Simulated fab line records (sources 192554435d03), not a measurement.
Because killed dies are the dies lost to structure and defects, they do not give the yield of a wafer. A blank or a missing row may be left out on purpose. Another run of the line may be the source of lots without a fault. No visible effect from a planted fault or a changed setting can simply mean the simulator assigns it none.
fab line records ; flow n5-finfet
record: lots: 7; wafers: 39
route steps=1938 shown DUMMY_GATE@228 SD_EPI_P@307 MOL_CONTACT_COAG@599
start-h: hours from the record's opening day to when the first of the lot's shown wafers began ; wait-h: how many hours have passed since the lot's step before this one ; " same as the row above ; L1.1+2: several wafers, shown together as one row ; - either no value or no given start ; * or withheld: withheld ; < > ~ a bound
route shown NAME@n: a module of which the file shows steps, and the number in the route of the first ; usual: mean and standard deviation over wafers with no fault ; same: alike in all rows ; chamber/n: place in a boat ; sites: per-site readings ; _std_site: the standard deviation of these ; _edge_site: mean of outer sites minus mean of inner sites ; radius-mm: how far each site lies from the wafer's centre ; mask NAME#n: copy n ; behind: the most recent tool/chamber to have shaped the wafer ; hold: the reason the lot was held/the length of the hold in hours/how it ended ; device: transistor that didn't switch, given as n, p or np ; end of line: at the end of the route, the tests of the same wafers ; a step with no rows: only its recipe ; killed: not the wafer's yield, but the dies lost to structure and defects at the first sort ; map: dies across one wafer; x = killed, . = not, _ = none there
set.NAME: setting as actually run; set.NAME@STEP: the setting as run at that earlier step ; model.NAME: the simulator's own value behind a step, which no gauge read
one table per step and one row per wafer, for lots whose settings were changed on purpose
== steps ==
step: N5_DUMMY_GATE_EXPOSE_12
recipe: mask-id: GATE; na: 0.33; source-shape: annular; sigma-inner: 0.2; sigma-outer: 0.6; polarization: unpolarized; target-cd-nm: 25; dose-mj: 34
lot.wafer;tool;chamber;start-h;wait-h;mask;set.dose-mj
L075.2+3+6;euv-scanner-02;0;52.59;-;GATE#0;34
L076.1+3+5;euv-scanner-01;0;57.34;-;GATE#0;34.79
L076.2+4+6;euv-scanner-01;0;57.34;-;GATE#0;34
L079.1+2+3+4+5+6;euv-scanner-01;0;74.74;-;GATE#0;34
L089.1+2+6;euv-scanner-01;0;136.70;-;GATE#0;32.5
L089.3+4+5;euv-scanner-01;0;136.70;-;GATE#0;34
L091.1+2+5;euv-scanner-01;0;147.98;-;GATE#0;33.21
L091.3+4+6;euv-scanner-01;0;147.98;-;GATE#0;34
L095.1+3+5;euv-scanner-02;0;177.11;-;GATE#0;34
L095.2+4+6;euv-scanner-02;0;177.11;-;GATE#0;31.56
L097.1+2+3;euv-scanner-01;0;189.04;-;GATE#0;36.19
L097.4+5+6;euv-scanner-01;0;189.04;-;GATE#0;34
step: N5_DUMMY_GATE_PEB_13
recipe: peb-temp-c: 100; peb-time-s: 60; resist: CAR-EUV
step: N5_DUMMY_GATE_DEVELOP_14
recipe: develop-time-s: 30; developer: TMAH; resist: CAR-EUV; rinse-liquid: surfactant-rinse; dry: air-spin; dev-temp-c: 23
step: N5_DUMMY_GATE_CD_MEAS_15
recipe: target-cd-nm: 25.8; landing-energy-ev: 500; detector: se-inlens
usual: cd-nm: 24.98/0.21
lot.wafer;tool;chamber;start-h;wait-h;set.dose-mj@DUMMY_GATE_EXPOSE_12;cd-nm
L075.2;cd-sem-02;0;52.71;-;34;25.09
L075.3;cd-sem-02;0;52.71;-;34;25.60
L075.6;cd-sem-02;0;52.71;-;34;24.96
L076.1;cd-sem-02;0;57.47;-;34.79;24.55
L076.2;cd-sem-02;0;57.47;-;34;24.73
L076.3;cd-sem-02;0;57.47;-;34.79;24.42
L076.4;cd-sem-02;0;57.47;-;34;24.67
L076.5;cd-sem-02;0;57.47;-;34.79;24.65
L076.6;cd-sem-02;0;57.47;-;34;24.82
L079.1;cd-sem-01;0;74.87;-;34;25.18
L079.2;cd-sem-01;0;74.87;-;34;24.87
L079.3;cd-sem-01;0;74.87;-;34;24.64
L079.4;cd-sem-01;0;74.87;-;34;24.76
L079.5;cd-sem-01;0;74.87;-;34;25.05
L079.6;cd-sem-01;0;74.87;-;34;24.83
L089.1;cd-sem-01;0;136.83;-;32.5;26.47
L089.2;cd-sem-01;0;136.83;-;32.5;26.19
L089.3;cd-sem-01;0;136.83;-;34;24.95
L089.4;cd-sem-01;0;136.83;-;34;25.21
L089.5;cd-sem-01;0;136.83;-;34;25.09
L089.6;cd-sem-01;0;136.83;-;32.5;25.95
L091.1;cd-sem-02;0;148.11;-;33.21;25.38
L091.2;cd-sem-02;0;148.11;-;33.21;25.48
L091.3;cd-sem-02;0;148.11;-;34;25.07
L091.4;cd-sem-02;0;148.11;-;34;24.96
L091.5;cd-sem-02;0;148.11;-;33.21;25.59
L091.6;cd-sem-02;0;148.11;-;34;24.99
L095.1;cd-sem-01;0;177.23;-;34;25.21
L095.2;cd-sem-01;0;177.23;-;31.56;26.92
L095.3;cd-sem-01;0;177.23;-;34;25.20
L095.4;cd-sem-01;0;177.23;-;31.56;26.50
L095.5;cd-sem-01;0;177.23;-;34;25.41
L095.6;cd-sem-01;0;177.23;-;31.56;26.39
L097.1;cd-sem-02;0;189.16;-;36.19;23.66
L097.2;cd-sem-02;0;189.16;-;36.19;23.34
L097.3;cd-sem-02;0;189.16;-;36.19;23.66
L097.4;cd-sem-02;0;189.16;-;34;24.72
L097.5;cd-sem-02;0;189.16;-;34;24.96
L097.6;cd-sem-02;0;189.16;-;34;24.92
step: N5_DUMMY_GATE_STRIP_38
recipe: chemistry: N2/H2; temp-c: 40; n2-flow-sccm: 200; h2-flow-sccm: 200; rf-frequency-hz: 6e+07
step: N5_DUMMY_GATE_STRIP_39
recipe: chemistry: N2/H2; temp-c: 40; n2-flow-sccm: 200; h2-flow-sccm: 200; rf-frequency-hz: 6e+07
step: N5_DUMMY_GATE_TRIM_49
recipe: chemistry: O2; resist: SOC; time-s: 29; target-cd-nm: 14; source-power-w: 300; bias-power-w: 0; O2_flow_sccm: 100; temp-c: 20
lot.wafer;tool;chamber;start-h;wait-h;set.dose-mj@DUMMY_GATE_EXPOSE_12;model.DUMMY_GATE.cd-nm
L075.2;rie-si-03;2;53.15;0.0;34;14.2
L075.3+6;rie-si-03;0,3;53.15;0.0;34;14
L076.1;rie-si-03;1;57.83;0.0;34.79;13.2
L076.2;rie-si-03;3;57.83;0.0;34;13.8
L076.3;rie-si-03;0;57.83;0.0;34.79;13.8
L076.4;rie-si-03;2;57.83;0.0;34;14
L076.5;rie-si-03;2;57.83;0.0;34.79;13.6
L076.6;rie-si-03;1;57.83;0.0;34;13.4
L079.1+2;rie-si-03;2,3;75.63;0.0;34;14.2
L079.3;rie-si-03;1;75.63;0.0;34;13.4
L079.4+5;rie-si-03;0;75.63;0.0;34;14
L079.6;rie-si-03;1;75.63;0.0;34;13.8
L089.1;rie-si-04;0;137.19;0.0;32.5;14.8
L089.2+6;rie-si-04;3,2;137.19;0.0;32.5;15
L089.3+4+5;rie-si-04;1,2,3;137.19;0.0;34;14.2
L091.1+2;rie-si-04;0,2;148.54;0.0;33.21;14.2
L091.3+4+6;rie-si-04;1,3,2;148.54;0.0;34;14.2
L091.5;rie-si-04;3;148.54;0.0;33.21;14.6
L095.1;rie-si-03;1;177.59;0.0;34;14
L095.2;rie-si-03;3;177.59;0.0;31.56;16
L095.3;rie-si-03;2;177.59;0.0;34;14.4
L095.4;rie-si-03;0;177.59;0.0;31.56;15.6
L095.5;rie-si-03;1;177.59;0.0;34;13.8
L095.6;rie-si-03;2;177.59;0.0;31.56;15.8
L097.1;rie-si-03;1;189.52;0.0;36.19;12.2
L097.2+3;rie-si-03;2,3;189.52;0.0;36.19;12.8
L097.4;rie-si-03;3;189.52;0.0;34;13.8
L097.5;rie-si-03;2;189.52;0.0;34;14
L097.6;rie-si-03;1;189.52;0.0;34;13.6
step: N5_DUMMY_GATE_STRIP_40
recipe: chemistry: CF4; resist: SiARC; power-w: 300; bias-power-w: 75; pressure-mtorr: 50; cf4-flow-sccm: 150; rf-frequency-hz: 6e+07
step: N5_DUMMY_GATE_CD_MEAS_50
recipe: target-cd-nm: 14
usual: cd-nm: 14.0/0.3
lot.wafer;tool;chamber;start-h;wait-h;set.dose-mj@DUMMY_GATE_EXPOSE_12;cd-nm
L075.2;cd-sem-02;-;53.30;0.0;34;14.2
L075.3;cd-sem-02;-;53.30;0.0;34;14.2
L075.6;cd-sem-02;-;53.30;0.0;34;13.8
L076.1;cd-sem-03;-;57.97;0.0;34.79;13.7
L076.2;cd-sem-03;-;57.97;0.0;34;14.0
L076.3;cd-sem-03;-;57.97;0.0;34.79;13.8
L076.4;cd-sem-03;-;57.97;0.0;34;14.0
L076.5;cd-sem-03;-;57.97;0.0;34.79;13.5
L076.6;cd-sem-03;-;57.97;0.0;34;13.3
L079.1;cd-sem-02;-;75.78;0.0;34;14.4
L079.2;cd-sem-02;-;75.78;0.0;34;14.1
L079.3;cd-sem-02;-;75.78;0.0;34;13.6
L079.4;cd-sem-02;-;75.78;0.0;34;14.1
L079.5;cd-sem-02;-;75.78;0.0;34;13.9
L079.6;cd-sem-02;-;75.78;0.0;34;13.6
L089.1;cd-sem-03;-;137.34;0.0;32.5;14.8
L089.2;cd-sem-03;-;137.34;0.0;32.5;15.1
L089.3;cd-sem-03;-;137.34;0.0;34;14.3
L089.4;cd-sem-03;-;137.34;0.0;34;14.0
L089.5;cd-sem-03;-;137.34;0.0;34;14.2
L089.6;cd-sem-03;-;137.34;0.0;32.5;15.4
L091.1;cd-sem-01;-;148.79;0.0;33.21;14.4
L091.2;cd-sem-01;-;148.79;0.0;33.21;14.1
L091.3;cd-sem-01;-;148.79;0.0;34;14.0
L091.4;cd-sem-01;-;148.79;0.0;34;14.2
L091.5;cd-sem-01;-;148.79;0.0;33.21;14.6
L091.6;cd-sem-01;-;148.79;0.0;34;14.3
L095.1;cd-sem-02;-;177.74;0.0;34;13.9
L095.2;cd-sem-02;-;177.74;0.0;31.56;15.7
L095.3;cd-sem-02;-;177.74;0.0;34;14.4
L095.4;cd-sem-02;-;177.74;0.0;31.56;15.2
L095.5;cd-sem-02;-;177.74;0.0;34;13.8
L095.6;cd-sem-02;-;177.74;0.0;31.56;15.9
L097.1;cd-sem-01;-;189.67;0.0;36.19;12.1
L097.2;cd-sem-01;-;189.67;0.0;36.19;12.8
L097.3;cd-sem-01;-;189.67;0.0;36.19;12.9
L097.4;cd-sem-01;-;189.67;0.0;34;14.0
L097.5;cd-sem-01;-;189.67;0.0;34;13.9
L097.6;cd-sem-01;-;189.67;0.0;34;13.7
step: N5_SD_EPI_P_ETCH_36
recipe: chemistry: CF4; target: SiARC; target-depth-a: 455; mask-material: CAR-ArF-block; time-s: 75.8; ion-energy-ev: 80; pressure-mtorr: 40; source-w: 545; bias-w: 36; Ar_flow_sccm: 100; cf4-flow-sccm: 100; ends: cleared
usual: etch-rf-on-time-s: 75.5/1.3; rf-vpp-V: 184.4/1.1
lot.wafer;tool;chamber;start-h;wait-h;set.bias-w;etch-rf-on-time-s;rf-vpp-V
L075.2;rie-diel-02;1;60.33;0.0;36;73.9;184.2
L075.3;rie-diel-02;3;60.33;0.0;36;75.1;185.6
L075.6;rie-diel-02;2;60.33;0.0;36;74.6;185.5
L076.1;rie-diel-01;2;64.39;0.0;32.91;77.9;174.4
L076.2;rie-diel-01;0;64.39;0.0;36;77.6;187.0
L076.3;rie-diel-01;1;64.39;0.0;32.91;80.4;173.3
L076.4;rie-diel-01;3;64.39;0.0;36;76.4;181.6
L076.5;rie-diel-01;2;64.39;0.0;36;76.6;185.7
L076.6;rie-diel-01;1;64.39;0.0;32.91;80.1;174.7
L079.1;rie-diel-02;3;83.27;0.0;36;76.2;183.6
L079.2;rie-diel-02;1;83.27;0.0;36;75.3;183.0
L079.3;rie-diel-02;0;83.27;0.0;36;75.2;184.8
L079.4;rie-diel-02;2;83.27;0.0;36;76.1;185.6
L079.5;rie-diel-02;3;83.27;0.0;36;76.6;183.7
L079.6;rie-diel-02;0;83.27;0.0;36;75.6;183.7
L089.1;rie-diel-02;0;144.06;0.0;36;74.6;184.2
L089.2;rie-diel-02;1;144.06;0.0;36;74.3;184.4
L089.3;rie-diel-02;3;144.06;0.0;36;75.6;182.8
L089.4;rie-diel-02;1;144.06;0.0;36;74.3;184.9
L089.5;rie-diel-02;0;144.06;0.0;36;75.1;183.4
L089.6;rie-diel-02;3;144.06;0.0;36;75.8;184.2
L091.1;rie-diel-05;0;155.88;0.0;36;72.4;183.4
L091.2;rie-diel-05;1;155.88;0.0;29.94;79.1;164.2
L091.3;rie-diel-05;2;155.88;0.0;36;75.3;184.7
L091.4;rie-diel-05;3;155.88;0.0;29.94;79.0;164.7
L091.5;rie-diel-05;1;155.88;0.0;29.94;78.3;163.8
L091.6;rie-diel-05;0;155.88;0.0;36;72.6;184.0
L095.1;rie-diel-01;0;184.82;0.0;33.35;79.3;177.6
L095.2;rie-diel-01;3;184.82;0.0;36;75.6;182.0
L095.3;rie-diel-01;2;184.82;0.0;36;75.6;184.3
L095.4;rie-diel-01;1;184.82;0.0;36;77.4;183.5
L095.5;rie-diel-01;3;184.82;0.0;33.35;76.8;174.1
L095.6;rie-diel-01;2;184.82;0.0;33.35;77.2;176.7
L097.1;rie-diel-05;3;196.24;0.0;36;76.4;184.7
L097.2;rie-diel-05;0;196.24;0.0;41.95;70.5;203.4
L097.3;rie-diel-05;1;196.24;0.0;36;75.8;185.0
L097.4;rie-diel-05;2;196.24;0.0;41.95;72.3;203.1
L097.5;rie-diel-05;2;196.24;0.0;36;76.3;184.0
L097.6;rie-diel-05;1;196.24;0.0;41.95;72.6;204.5
step: N5_MOL_CONTACT_COAG_EXPOSE_37
recipe: mask-id: VD; na: 0.33; source-shape: annular; sigma-inner: 0.3; sigma-outer: 0.7; polarization: unpolarized; defocus-nm: 0; dose-mj: 62
lot.wafer;tool;chamber;start-h;wait-h;mask;set.dose-mj
L075.2+3+6;euv-scanner-01;0;102.81;-;VD#0;62
L076.1+2+6;euv-scanner-01;0;108.70;-;VD#0;62
L076.3+4+5;euv-scanner-01;0;108.70;-;VD#0;64.19
L079.1+2+3;euv-scanner-02;0;129.92;-;VD#0;62
L079.4+5+6;euv-scanner-02;0;129.92;-;VD#0;64.08
L089.1+3+4;euv-scanner-01;0;191.68;-;VD#0;64.7
L089.2+5+6;euv-scanner-01;0;191.68;-;VD#0;62
L091.1+2+3;euv-scanner-01;0;199.91;-;VD#0;57.82
L091.4+5+6;euv-scanner-01;0;199.91;-;VD#0;62
L095.1+2+6;euv-scanner-02;0;229.98;-;VD#0;59.64
L095.3+4+5;euv-scanner-02;0;229.98;-;VD#0;62
L097.1+2+6;euv-scanner-02;0;243.66;-;VD#0;65.83
L097.3+4+5;euv-scanner-02;0;243.66;-;VD#0;62
step: N5_MOL_CONTACT_COAG_PEB_38
recipe: peb-temp-c: 100; peb-time-s: 60; resist: CAR-EUV
step: N5_MOL_CONTACT_COAG_DEVELOP_39
recipe: develop-time-s: 30; developer: TMAH; resist: CAR-EUV; rinse-liquid: surfactant-rinse; dry: air-spin; dev-temp-c: 23
step: N5_MOL_CONTACT_COAG_CD_MEAS_40
recipe: target-cd-nm: 25.1; landing-energy-ev: 500; detector: se-inlens; polarity: opening
usual: cd-nm: 25.15/0.24
lot.wafer;tool;chamber;start-h;wait-h;set.dose-mj@MOL_CONTACT_COAG_EXPOSE_37;cd-nm
L075.2;cd-sem-03;0;102.95;-;62;25.40
L075.3;cd-sem-03;0;102.95;-;62;25.30
L075.6;cd-sem-03;0;102.95;-;62;25.32
L076.1;cd-sem-02;0;108.84;-;62;25.21
L076.2;cd-sem-02;0;108.84;-;62;25.39
L076.3;cd-sem-02;0;108.84;-;64.19;26.28
L076.4;cd-sem-02;0;108.84;-;64.19;26.19
L076.5;cd-sem-02;0;108.84;-;64.19;26.01
L076.6;cd-sem-02;0;108.84;-;62;25.37
L079.1;cd-sem-02;0;130.07;-;62;25.47
L079.2;cd-sem-02;0;130.07;-;62;25.25
L079.3;cd-sem-02;0;130.07;-;62;25.61
L079.4;cd-sem-02;0;130.07;-;64.08;25.45
L079.5;cd-sem-02;0;130.07;-;64.08;25.95
L079.6;cd-sem-02;0;130.07;-;64.08;26.00
L089.1;cd-sem-03;0;191.82;-;64.7;25.86
L089.2;cd-sem-03;0;191.82;-;62;25.23
L089.3;cd-sem-03;0;191.82;-;64.7;25.93
L089.4;cd-sem-03;0;191.82;-;64.7;25.62
L089.5;cd-sem-03;0;191.82;-;62;25.12
L089.6;cd-sem-03;0;191.82;-;62;25.39
L091.1;cd-sem-03;0;200.06;-;57.82;23.59
L091.2;cd-sem-03;0;200.06;-;57.82;23.68
L091.3;cd-sem-03;0;200.06;-;57.82;23.45
L091.4;cd-sem-03;0;200.06;-;62;24.85
L091.5;cd-sem-03;0;200.06;-;62;25.28
L091.6;cd-sem-03;0;200.06;-;62;24.91
L095.1;cd-sem-03;0;230.13;-;59.64;24.63
L095.2;cd-sem-03;0;230.13;-;59.64;24.48
L095.3;cd-sem-03;0;230.13;-;62;25.15
L095.4;cd-sem-03;0;230.13;-;62;25.02
L095.5;cd-sem-03;0;230.13;-;62;24.91
L095.6;cd-sem-03;0;230.13;-;59.64;24.20
L097.1;cd-sem-01;0;243.80;-;65.83;26.94
L097.2;cd-sem-01;0;243.80;-;65.83;26.25
L097.3;cd-sem-01;0;243.80;-;62;25.43
L097.4;cd-sem-01;0;243.80;-;62;25.17
L097.5;cd-sem-01;0;243.80;-;62;25.38
L097.6;cd-sem-01;0;243.80;-;65.83;25.98
step: N5_MOL_CONTACT_COAG_ETCH_67
recipe: chemistry: N2/H2; target: SOC; target-depth-a: 600; overetch-a: 210; mask-material: SiARC; temp-c: 40; time-s: 101.2; ion-energy-ev: 200; pressure-mtorr: 30; source-w: 840; bias-w: 150; n2-flow-sccm: 200; h2-flow-sccm: 200
usual: rf-vpp-V: 524.6/2.4
lot.wafer;tool;chamber;start-h;wait-h;set.source-w;rf-vpp-V;model.SiARC_of_MOL_CONTACT_COAG_COAT_63.thk-nm
L075.2;rie-diel-04;3;103.42;0.0;840;525.0;5.8
L075.3;rie-diel-04;2;103.42;0.0;840;525.9;5.8
L075.6;rie-diel-04;3;103.42;0.0;840;524.9;5.8
L076.1;rie-diel-04;2;109.48;0.0;840;526.8;5.8
L076.2;rie-diel-04;1;109.48;0.0;840;526.6;6
L076.3;rie-diel-04;3;109.48;0.0;840;524.9;5.6
L076.4;rie-diel-04;0;109.48;0.0;840;528.0;5.8
L076.5;rie-diel-04;2;109.48;0.0;840;525.8;5.8
L076.6;rie-diel-04;1;109.48;0.0;840;525.4;6
L079.1;rie-diel-04;0;130.54;0.0;840;529.0;5.8
L079.2;rie-diel-04;1;130.54;0.0;944.8;505.8;5.6
L079.3;rie-diel-04;3;130.54;0.0;944.8;505.1;5.4
L079.4;rie-diel-04;2;130.54;0.0;840;526.6;5.8
L079.5;rie-diel-04;2;130.54;0.0;944.8;504.5;5.4
L079.6;rie-diel-04;3;130.54;0.0;840;524.7;5.6
L089.1;rie-diel-06;1;192.29;0.0;998.8;491.4;5.4
L089.2;rie-diel-06;3;192.29;0.0;998.8;496.5;5.4
L089.3;rie-diel-06;2;192.29;0.0;840;521.8;5.8
L089.4;rie-diel-06;0;192.29;0.0;840;521.7;6
L089.5;rie-diel-06;1;192.29;0.0;998.8;492.9;5.4
L089.6;rie-diel-06;0;192.29;0.0;840;523.8;6
L091.1;rie-diel-03;1;200.55;0.0;840;523.1;6
L091.2;rie-diel-03;3;200.55;0.0;939.9;505.5;5.4
L091.3;rie-diel-03;2;200.55;0.0;840;528.2;5.8
L091.4;rie-diel-03;0;200.55;0.0;840;523.0;5.8
L091.5;rie-diel-03;3;200.55;0.0;939.9;506.5;5.4
L091.6;rie-diel-03;0;200.55;0.0;939.9;503.4;5.6
L095.1;rie-diel-03;0;230.60;0.0;840;522.5;5.8
L095.2;rie-diel-03;1;230.60;0.0;799.2;531.1;6
L095.3;rie-diel-03;2;230.60;0.0;799.2;535.9;6
L095.4;rie-diel-03;1;230.60;0.0;840;524.3;5.8
L095.5;rie-diel-03;0;230.60;0.0;840;522.7;5.8
L095.6;rie-diel-03;2;230.60;0.0;799.2;536.3;5.8
L097.1;rie-diel-03;1;244.27;0.0;722.7;548.8;6.2
L097.2;rie-diel-03;0;244.27;0.0;722.7;548.6;6.2
L097.3;rie-diel-03;2;244.27;0.0;840;529.0;5.8
L097.4;rie-diel-03;3;244.27;0.0;840;526.2;5.8
L097.5;rie-diel-03;2;244.27;0.0;722.7;555.4;6.2
L097.6;rie-diel-03;1;244.27;0.0;840;521.2;5.8
== key ==
split: step: N5_DUMMY_GATE_EXPOSE_12; setting: dose-mj; stated: 34; by: wafer
response: step: N5_DUMMY_GATE_CD_MEAS_15; reading: cd-nm; change: -0.199; per: 1%; r: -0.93
response: step: N5_DUMMY_GATE_TRIM_49; reading: model.DUMMY_GATE.cd-nm; change: -0.196; per: 1%; r: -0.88
response: step: N5_DUMMY_GATE_CD_MEAS_50; reading: cd-nm; change: -0.193; per: 1%; r: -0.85
split: step: N5_SD_EPI_P_ETCH_36; setting: bias-w; stated: 36; by: wafer
response: step: N5_SD_EPI_P_ETCH_36; reading: etch-rf-on-time-s; change: *; per: 1%; r: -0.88
response: step: N5_SD_EPI_P_ETCH_36; reading: rf-vpp-V; change: +1.16; per: 1%; r: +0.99
split: step: N5_MOL_CONTACT_COAG_EXPOSE_37; setting: dose-mj; stated: 62; by: wafer
response: step: N5_MOL_CONTACT_COAG_CD_MEAS_40; reading: cd-nm; change: +0.178; per: 1%; r: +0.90
split: step: N5_MOL_CONTACT_COAG_ETCH_67; setting: source-w; stated: 840; by: wafer
response: step: N5_MOL_CONTACT_COAG_ETCH_67; reading: rf-vpp-V; change: -1.67; per: 1%; r: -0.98
response: step: N5_MOL_CONTACT_COAG_ETCH_67; reading: model.SiARC_of_MOL_CONTACT_COAG_COAT_63.thk-nm; change: -0.0279; per: 1%; r: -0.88
